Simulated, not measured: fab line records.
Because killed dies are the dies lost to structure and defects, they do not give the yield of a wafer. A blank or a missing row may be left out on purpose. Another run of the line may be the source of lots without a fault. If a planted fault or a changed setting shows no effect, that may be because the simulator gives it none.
fab line records ; flow n5Finfet
[record] lots = 11; wafers = 32; lastDay = 19
route steps=1938 shown BEOL_M8@1377 BEOL_M9@1404 PASSIVATION@1936
lots untouched by any fault: they come from a run of this same line in which no faults occurred
startH: hours from the record's first day to the start of the lot's first wafer shown ; waitH: hours elapsed since this lot's preceding step ; " unchanged from the row above ; L1.1+2: a row that stands for several wafers ; - no value, or no start was given ; * or withheld: withheld ; < > ~ a bound
route shown NAME@n: NAME is a module with steps in the file, n the number in the route of the first one ; usual: mean/standard deviation taken from wafers without a fault ; same: alike in all rows ; chamber/n: place in a boat ; sites: each site's reading ; _std_site: standard deviation across them ; _edge_site: the outer-site mean with the inner-site mean subtracted ; radiusMm: how far each site lies from the wafer's centre ; mask NAME#n: copy n ; behind: tool/chamber where the wafer was last shaped ; hold: why the lot went on hold/how many hours it stayed there/how the hold came to an end ; device: transistor that didn't switch, given as n, p or np ; end of line: at the end of the route, the tests of the same wafers ; a step without rows: its recipe alone ; killed: count of dies lost to structure and defects at first sort (not the wafer's yield) ; map: per-die view of a wafer (x killed, . not killed, _ where there is no die)
set.NAME: setting as actually run; set.NAME@STEP: the setting as run at that earlier step ; model.NAME: the simulator's own value behind a step, which no gauge read
steps of the route over a sample of lots; a table a step, a row a wafer
services: when a tool's chamber went out of use (startH, in hours from the record's first day, below 0 if earlier), for how many hours, and the reason
[[steps]]
[step N5_BEOL_M8_TRENCH_ETCH_37]
[recipe] chemistry = C4F6/O2; targetDepthA = 934.78; target = SiCOH_lowk; timeS = 31.2; ionEnergyEv = 250; pressureMtorr = 30; sourceW = 345; biasW = 185; Ar_flow_sccm = 300; C4F6_flow_sccm = 10; O2_flow_sccm = 10
[usual] drypumpMotorCurrentA = 5.7/0.42; oesProductAu = 0.78/0.084; rfVppV = 660/10; showerheadPlenumPTorr = 2.85/0.052; throttleValvePct = 20.90/0.16
lot.wafer;tool;chamber;startH;waitH;drypumpMotorCurrentA;oesProductAu;rfHoursCounterH;rfVppV;showerheadPlenumPTorr;throttleValvePct
L167.1;rieDiel-02;0;-;-;5.2;0.68;247;655;2.90;21.24
L167.2;rieDiel-02;2;-;-;5.8;0.82;65;648;2.87;20.82
L167.6;rieDiel-02;0;-;-;5.2;0.68;-;655;2.90;21.22
L168.2;rieDiel-02;1;-;-;4.9;0.68;250;659;2.82;21.11
L168.6;rieDiel-02;3;-;-;6.4;0.88;-;667;2.98;20.69
L172.1;rieDiel-05;1;-;-;5.4;0.72;205;657;2.80;21.06
L172.2;rieDiel-05;3;-;-;5.3;0.83;63;651;2.87;20.75
L172.5;rieDiel-05;0;-;-;6.3;0.69;-;669;2.82;21.15
L173.1;rieDiel-06;3;-;-;5.8;0.71;210;647;2.81;21.01
L173.2;rieDiel-06;1;-;-;5.7;0.82;71;659;2.89;20.71
L173.6;rieDiel-06;0;-;-;5.8;0.84;-;671;2.86;20.86
L174.1;rieDiel-02;2;-;-;5.8;0.80;83;647;2.86;20.87
L174.2;rieDiel-02;0;-;-;5.2;0.93;8;654;2.90;20.81
L174.3;rieDiel-02;3;-;-;6.4;0.85;58;667;2.97;20.73
L175.1;rieDiel-06;0;-;-;5.8;0.83;71;672;2.86;20.86
L175.5;rieDiel-06;1;-;-;5.7;0.80;-;659;2.89;20.73
L175.6;rieDiel-06;0;-;-;5.8;0.84;-;673;2.86;20.86
L176.1;rieDiel-05;2;-;-;5.5;0.94;6;669;2.81;20.63
L176.3;rieDiel-05;0;-;-;6.2;0.67;218;668;2.81;21.18
L176.6;rieDiel-05;3;-;-;5.3;0.82;-;650;2.87;20.74
L182.1;rieDiel-05;3;-;-;5.3;0.81;83;650;2.86;20.77
L182.4;rieDiel-05;1;-;-;5.4;0.70;224;656;2.79;21.11
L182.6;rieDiel-05;0;-;-;6.2;0.68;-;668;2.81;21.20
L185.1;rieDiel-05;0;-;-;6.2;0.66;240;669;2.80;21.19
L185.2;rieDiel-05;2;-;-;5.5;0.89;24;667;2.80;20.65
L185.5;rieDiel-05;2;-;-;5.5;0.90;-;668;2.80;20.67
L188.1;rieDiel-06;3;-;-;5.8;0.67;250;646;2.79;21.04
L188.3;rieDiel-06;0;-;-;5.8;0.79;107;672;2.85;20.92
L188.6;rieDiel-06;3;-;-;5.8;0.68;-;647;2.79;21.05
L187.1;rieDiel-02;1;-;-;5.0;0.87;34;660;2.80;20.76
L187.3;rieDiel-02;0;-;-;5.2;0.85;42;653;2.88;20.87
L187.4;rieDiel-02;2;-;-;5.8;0.76;125;647;2.84;20.91
[step N5_BEOL_M8_ANNEAL_51]
[recipe] tempC = 225; timeS = 90; ambient = N2
[usual] wafer_temp_C_max = 226.22/0.26
lot.wafer;tool;chamber;startH;waitH;wafer_temp_C_max
L167.1;rtpAnneal-02;0;244.91;0.2;226.01
L167.2;rtpAnneal-02;0;244.91;0.2;226.11
L167.6;rtpAnneal-02;0;244.91;0.2;225.92
L168.2;rtpAnneal-01;0;254.03;0.3;226.29
L168.6;rtpAnneal-01;0;254.03;0.3;226.71
L172.1;rtpAnneal-02;0;279.79;0.2;226.08
L172.2;rtpAnneal-02;0;279.79;0.2;226.45
L172.5;rtpAnneal-02;0;279.79;0.2;225.90
L173.1;rtpAnneal-01;0;285.25;0.1;226.23
L173.2;rtpAnneal-01;0;285.25;0.1;225.76
L173.6;rtpAnneal-01;0;285.25;0.1;225.92
L174.1;rtpAnneal-01;0;288.77;0.4;226.37
L174.2;rtpAnneal-01;0;288.77;0.4;226.06
L174.3;rtpAnneal-01;0;288.77;0.4;226.13
L175.1;rtpAnneal-02;0;294.14;0.1;226.37
L175.5;rtpAnneal-02;0;294.14;0.1;226.52
L175.6;rtpAnneal-02;0;294.14;0.1;226.00
L176.1;rtpAnneal-01;0;313.08;0.1;226.58
L176.3;rtpAnneal-01;0;313.08;0.1;226.01
L176.6;rtpAnneal-01;0;313.08;0.1;226.24
L182.1;rtpAnneal-02;0;328.14;0.1;226.39
L182.4;rtpAnneal-02;0;328.14;0.1;226.51
L182.6;rtpAnneal-02;0;328.14;0.1;225.81
L185.1;rtpAnneal-02;0;368.22;1.1;226.17
L185.2;rtpAnneal-02;0;368.22;1.1;226.02
L185.5;rtpAnneal-02;0;368.22;1.1;225.90
L188.1;rtpAnneal-01;0;389.22;0.4;226.35
L188.3;rtpAnneal-01;0;389.22;0.4;226.35
L188.6;rtpAnneal-01;0;389.22;0.4;226.15
L187.1;rtpAnneal-01;0;392.41;0.1;226.17
L187.3;rtpAnneal-01;0;392.41;0.1;226.11
L187.4;rtpAnneal-01;0;392.41;0.1;226.49
[step N5_BEOL_M8_THK_MEAS_53]
[recipe] thkMeasGauge = xrf; reads = Cu_of_BEOL_M8_ECD_50
[usual] M8_THK = 78.6/1.8
lot.wafer;tool;chamber;startH;waitH;M8_THK[nm]
L167.1;filmMetro-02;-;245.51;-;77.4
L167.2;filmMetro-02;-;245.51;-;79.0
L167.6;filmMetro-02;-;245.51;-;77.4
L168.2;filmMetro-02;-;254.58;-;78.1
L168.6;filmMetro-02;-;254.58;-;80.4
L172.1;filmMetro-01;-;280.38;-;77.0
L172.2;filmMetro-01;-;280.38;-;79.9
L172.5;filmMetro-01;-;280.38;-;75.6
L173.1;filmMetro-01;-;285.84;-;79.3
L173.2;filmMetro-01;-;285.84;-;80.9
L173.6;filmMetro-01;-;285.84;-;80.0
L174.1;filmMetro-02;-;289.36;-;76.9
L174.2;filmMetro-02;-;289.36;-;78.6
L174.3;filmMetro-02;-;289.36;-;79.6
L175.1;filmMetro-01;-;294.74;-;77.4
L175.5;filmMetro-01;-;294.74;-;77.5
L175.6;filmMetro-01;-;294.74;-;77.7
L176.1;filmMetro-02;-;313.67;-;77.9
L176.3;filmMetro-02;-;313.67;-;78.4
L176.6;filmMetro-02;-;313.67;-;80.7
L182.1;filmMetro-01;-;328.73;-;80.8
L182.4;filmMetro-01;-;328.73;-;79.2
L182.6;filmMetro-01;-;328.73;-;77.6
L185.1;filmMetro-02;-;368.81;-;78.4
L185.2;filmMetro-02;-;368.81;-;78.7
L185.5;filmMetro-02;-;368.81;-;79.4
L188.1;filmMetro-02;-;389.81;-;75.9
L188.3;filmMetro-02;-;389.81;-;76.7
L188.6;filmMetro-02;-;389.81;-;77.2
L187.1;filmMetro-02;-;393.24;-;78.0
L187.3;filmMetro-02;-;393.24;-;81.7
L187.4;filmMetro-02;-;393.24;-;78.3
[step N5_BEOL_M9_PECVD_70]
[recipe] material = SiO2; targetThkA = 200; tempC = 400; precursor = TEOS/O2; pressureTorr = 5.5; rfW = 450; teosFlowSccm = 53.8; gas = O2; flowSccm = 3000; timeS = 22.7
[usual] heaterPowerW = 719/54; showerheadPlenumPTorr = 8.78/0.048; susceptorTempC = 399.99/0.23; throttleValvePct = 22.9/0.99
lot.wafer;tool;chamber;startH;waitH;heaterPowerW;showerheadPlenumPTorr;susceptorTempC;throttleValvePct
L167.1;pecvd-01;0;246.61;0.0;758;8.79;400.04;24.0
L167.2;pecvd-01;1;246.61;0.0;840;8.86;399.41;23.0
L167.6;pecvd-01;0;246.61;0.0;735;8.78;400.00;23.9
L168.2;pecvd-01;0;255.47;0.0;755;8.76;399.79;23.6
L168.6;pecvd-01;1;255.47;0.0;776;8.87;400.03;22.8
L172.1;pecvd-02;0;281.28;0.0;776;8.75;400.16;23.1
L172.2;pecvd-02;1;281.28;0.0;636;8.77;400.08;22.1
L172.5;pecvd-02;0;281.28;0.0;767;8.74;400.08;23.4
L173.1;pecvd-02;2;286.88;0.0;728;8.78;399.97;21.4
L173.2;pecvd-02;0;286.88;0.0;672;8.77;400.19;23.6
L173.6;pecvd-02;2;286.88;0.0;738;8.78;399.96;21.3
L174.1;pecvd-03;1;290.19;0.0;655;8.77;399.69;24.8
L174.2;pecvd-03;0;290.19;0.0;633;8.78;399.97;22.9
L174.3;pecvd-03;2;290.19;0.0;603;8.82;399.86;22.3
L175.1;pecvd-02;2;295.64;0.0;736;8.79;399.98;21.2
L175.5;pecvd-02;1;295.64;0.0;697;8.77;399.78;22.1
L175.6;pecvd-02;2;295.64;0.0;749;8.77;399.94;21.4
L176.1;pecvd-02;1;314.49;0.0;625;8.77;396.27;22.0
L176.3;pecvd-02;2;314.49;0.0;667;8.76;399.87;21.4
L176.6;pecvd-02;0;314.49;0.0;738;8.75;399.63;23.3
L182.1;pecvd-03;1;330.06;0.0;681;8.76;399.78;24.6
L182.4;pecvd-03;0;330.06;0.0;716;8.79;399.50;22.9
L182.6;pecvd-03;1;330.06;0.0;680;8.78;399.91;24.8
L185.1;pecvd-01;0;369.67;0.0;676;8.78;400.01;24.3
L185.2;pecvd-01;1;369.67;0.0;736;8.85;400.11;23.0
L185.5;pecvd-01;0;369.67;0.0;676;8.78;399.94;24.3
L188.1;pecvd-01;2;390.66;0.0;704;8.66;399.98;23.1
L188.3;pecvd-01;1;390.66;0.0;822;8.86;399.95;22.7
L188.6;pecvd-01;0;390.66;0.0;689;8.73;400.05;24.3
L187.1;pecvd-03;2;394.06;0.0;607;8.80;400.22;22.6
L187.3;pecvd-03;0;394.06;0.0;739;8.80;400.07;23.1
L187.4;pecvd-03;0;394.06;0.0;754;8.77;399.70;23.4
[step N5_PASSIVATION_PROBE_49]
[usual] defectLimitedYield = 91.6/1.4; killed_at_M0_to_M3 = 33/10; killed_at_M4_up = 13/5.3; killedAtContacts = 13/5.9; killedAtFrontEnd = 36/12; killedAtOther = 4/3.1; killedDies = 99/16; killedOpen = 65/13; killedShort = 32/7.3; sort_bin_5_function = 4.9/0.9; sort_bin_6_memory = 3.1/0.66; sort_bin_8_speed = 0.0/0.42; sortNPass = 1081/17; sortYieldPct = 91.6/1.4
[same] grossDies = 1180; killedAtBackSide = 0; sort_bin_4_leakage[%] = 0
lot.wafer;tool;chamber;startH;waitH;defectLimitedYield[%];killed_at_M0_to_M3;killed_at_M4_up;killedAtContacts;killedAtFrontEnd;killedAtOther;killedDies;killedOpen;killedShort;sort_bin_5_function[%];sort_bin_6_memory[%];sort_bin_8_speed[%];sortNPass;sortYieldPct[%]
L176.3;prober-02;-;379.49;0.1;89.3;30;6;8;80;2;126;76;34;5.3;3.6;0;1054;89.3
// killed by level:class
L176.3 FIN_SAQP:geometricParticle:open=22 STI_FIN_REVEAL:geometricParticle:open=17 HKMG_FIN:areaEtch=15 FIN_SAQP:geometricParticle:short=14 BEOL_M3:geometricParticle:open=7 BEOL_M0_SAQP:geometricParticle:open=5 BEOL_M1:geometricParticle:open=4 STARTING-WAFER:geometricParticle:open=4
[[services]]
tool;chamber;startH;hours;kind
pecvd-03;1;223.73;6.0;repair
pecvd-02;1;233.21;2.1;scheduledDown
rieDiel-02;0;233.99;1.9;repair
pecvd-03;2;234.72;9.0;repair
pecvd-01;2;236.42;-;clean
pecvd-01;2;236.42;-;consumableReplace:showerhead
pecvd-01;2;236.42;29.0;scheduledDown
pecvd-02;0;273.00;5.5;scheduledDown
rieDiel-02;2;274.60;2.7;repair
rieDiel-05;2;276.14;-;clean
rieDiel-05;2;276.14;-;consumableReplace:focusRing
rieDiel-05;2;276.14;16.3;scheduledDown
rieDiel-05;2;276.14;16.3;ventCycle
rieDiel-06;2;318.16;10.9;repair
pecvd-02;-;337.78;0.8;pm
pecvd-02;1;356.54;5.0;scheduledDown
rieDiel-02;0;359.18;8.3;repair
pecvd-01;-;366.19;2.0;repair
pecvd-03;-;366.60;2.4;repair
pecvd-02;1;383.62;-;clean
pecvd-02;1;383.62;-;consumableReplace:showerhead
pecvd-02;1;383.62;29.0;scheduledDown
pecvd-02;1;383.62;29.0;ventCycle
pecvd-03;0;385.04;4.2;repair
[[key]]
[firstSign] step = N5_BEOL_M9_PECVD_70; reading = susceptorTempC; direction = down; sigmas = 16; usual = *; struck = *
effect none on later readings
metAt N5_BEOL_M9_PECVD_70
struckLots L176
struckWafers L176.1
[baselineLoss] step = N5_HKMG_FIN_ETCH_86; wafers = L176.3
notActingAt N5_BEOL_M8_TRENCH_ETCH_37,N5_BEOL_M8_ANNEAL_51,N5_BEOL_M8_THK_MEAS_53
onsetBetween 295.64 314.49
[fault] kind = processParameterDrift; tool = pecvd-02; chamber = 1; onsetH = 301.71; steps = N5_BEOL_M9_PECVD_70; channel = tempC; offset = *; shape = step; endH = 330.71; actsIn = *; stated = *
// baselineLoss: these wafers lose ten dies or more at that step, a loss of the line's own and not of a fault; the sort's usual values leave them out
